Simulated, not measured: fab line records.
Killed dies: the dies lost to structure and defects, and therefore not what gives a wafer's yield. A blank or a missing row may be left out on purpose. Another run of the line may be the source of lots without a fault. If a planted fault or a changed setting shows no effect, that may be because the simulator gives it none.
Chamber matching | flow nand_harc | rie_diel-05 running NHARC_P_M0_STRIP_18: 4 sister chambers
The step strips in N2/H2. 4 wafers are shown with their chamber, then 12 later ones without.

## EACH WAFER AND ITS CHAMBER
wafer  | chamber | showerhead_plenum_p_Torr (Torr)
L084.2 | 3       | 1.88
L087.2 | 1       | 2.18
L087.3 | 2       | 1.94
L087.4 | 0       | 2.04

## WAFERS WITH NO CHAMBER GIVEN
wafer  | showerhead_plenum_p_Torr (Torr)
L090.2 | 2.18
L090.3 | 2.03
L090.6 | 2.03
L096.3 | 1.88
L096.4 | 1.94
L096.5 | 2.03
L095.1 | 2.18
L095.4 | 1.94
L095.5 | 2.03
L097.1 | 2.03
L097.4 | 1.88
L097.5 | 1.88

## WHICH CHAMBER EACH ONE RAN IN
wafer  | from the rows above | in truth
L090.2 | 1                   | 1
L090.3 | 0                   | 0
L090.6 | 0                   | 0
L096.3 | 3                   | 3
L096.4 | 2                   | 2
L096.5 | 0                   | 0
L095.1 | 1                   | 1
L095.4 | 2                   | 2
L095.5 | 0                   | 0
L097.1 | 0                   | 0
L097.4 | 3                   | 3
L097.5 | 3                   | 3
Correctly placed: 12 of 12. Left unplaced by these rows: 0. Wrongly placed: 0.
How it was worked out, from the rows above alone: a wafer's distance from a chamber is the root of the sum, over the readings, of the square of ((its reading less the chamber's mean) divided by the reading's scatter). The wafer belongs to the nearest chamber; if the next one is less than 2 further off, it can't be placed. Each chamber's mean is taken over the wafers shown for it. The scatter (one wafer shown for each chamber): square how far every hidden wafer sits from the nearest shown wafer, average those squares and take the square root.
